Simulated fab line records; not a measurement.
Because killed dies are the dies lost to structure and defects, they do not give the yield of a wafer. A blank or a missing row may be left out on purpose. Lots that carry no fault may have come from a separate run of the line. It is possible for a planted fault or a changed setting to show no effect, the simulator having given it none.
The tool behind it: which one? || flow nand-harc || Sampling: 6 lots, 17 wafers, 5 of 1159 route steps

## WHAT THE GAUGES SHOWED, per wafer
NHARC_END_SORT_01.
{"lot": "L511", "measured": "day 22 08:11", "on": "prober-01", "killed-at-array": "31 33 28"}
{"lot": "L512", "measured": "day 23 04:44", "on": "prober-02", "killed-at-array": "673 30"}
{"lot": "L517", "measured": "day 24 12:37", "on": "prober-02", "killed-at-array": "29 21 21"}

## EACH LOT AND THE TOOL THAT RAN IT (in order: tool; ch and the chambers of the sampled wafers; start)
{"lot": "L500", "NHARC_A_STAIRCASE_DESCUM_168": "rie-diel-01 ch 0,1,2, day 10 23:28", "NHARC_A_STAIRCASE_TRIM_12": "rie-diel-01 ch 0,1,2, day 11 01:36", "NHARC_A_STAIRCASE_ETCH_13": "rie-diel-01 ch 0,2, day 11 01:47", "NHARC_A_STAIRCASE_TRIM_18": "rie-diel-01 ch 1,2, no start"}
{"lot": "L505", "NHARC_A_STAIRCASE_DESCUM_168": "rie-diel-02 ch 0,3, day 11 20:48", "NHARC_A_STAIRCASE_TRIM_12": "rie-diel-13 ch 0,3, day 11 22:38", "NHARC_A_STAIRCASE_ETCH_13": "rie-diel-13 ch 0,3, day 11 22:47", "NHARC_A_STAIRCASE_TRIM_18": "rie-diel-13 ch 0,2,3, no start"}
{"lot": "L511", "NHARC_A_STAIRCASE_DESCUM_168": "rie-diel-01 ch 1,2,3, day 13 22:05", "NHARC_A_STAIRCASE_TRIM_12": "rie-diel-02 ch 1,2,3, day 14 00:09", "NHARC_A_STAIRCASE_ETCH_13": "rie-diel-02 ch 0,2,3, day 14 00:19", "NHARC_A_STAIRCASE_TRIM_18": "rie-diel-02 ch 0,1,2, day 22 08:11 or earlier"}
{"lot": "L512", "NHARC_A_STAIRCASE_DESCUM_168": "rie-diel-01 ch 0,2, day 14 20:24", "NHARC_A_STAIRCASE_TRIM_12": "rie-diel-13 ch 1,2, day 14 22:37", "NHARC_A_STAIRCASE_ETCH_13": "rie-diel-13 ch 2,3, day 14 22:47", "NHARC_A_STAIRCASE_TRIM_18": "rie-diel-13 ch 0,3, day 23 04:44 or earlier"}
{"lot": "L517", "NHARC_A_STAIRCASE_DESCUM_168": "rie-diel-13 ch 1,2, day 15 17:20", "NHARC_A_STAIRCASE_TRIM_12": "rie-diel-02 ch 0,1,2, day 15 19:22", "NHARC_A_STAIRCASE_ETCH_13": "rie-diel-02 ch 0,1,2, day 15 19:29", "NHARC_A_STAIRCASE_TRIM_18": "rie-diel-02 ch 1,2,3, day 24 12:37 or earlier"}
{"lot": "L522", "NHARC_A_STAIRCASE_DESCUM_168": "rie-diel-02 ch 0,1,2, day 16 18:42", "NHARC_A_STAIRCASE_TRIM_12": "rie-diel-02 ch 1,2,3, day 16 21:18", "NHARC_A_STAIRCASE_ETCH_13": "rie-diel-02 ch 0,2,3, day 16 21:27", "NHARC_A_STAIRCASE_TRIM_18": "rie-diel-02 ch 1,2, no start"}
- NHARC_A_STAIRCASE_DESCUM_168: chemistry O2, time 3 s.
- NHARC_A_STAIRCASE_TRIM_12: chemistry O2, time 211.2 s.
- NHARC_A_STAIRCASE_ETCH_13: etches the open film in C4F8/O2, target depth 100 nm, time 40.5 s.
- NHARC_A_STAIRCASE_TRIM_18: chemistry O2, time 211.2 s.

## THE ANSWER, worked out from the rows above alone
Rule: the usual values come from the lots themselves. Put in order of their means at a reading, lots are off if they are a third of the lots or fewer, leave a main group of 4 or more, and stand apart from it by a gap of 3 or more times the standard deviation of the main group's means; of several such gaps the widest counts. A main group whose means are all the same, to the digits that the tables above print for the reading, isn't used. A lot without any number at a reading at which 4 lots or more have one is off too. Any other lot the step has rows for is counted as sound.
No lot is off on any of the readings shown, so nothing can be concluded from this.

## WHAT HAD BEEN PUT IN BY THE SIMULATOR
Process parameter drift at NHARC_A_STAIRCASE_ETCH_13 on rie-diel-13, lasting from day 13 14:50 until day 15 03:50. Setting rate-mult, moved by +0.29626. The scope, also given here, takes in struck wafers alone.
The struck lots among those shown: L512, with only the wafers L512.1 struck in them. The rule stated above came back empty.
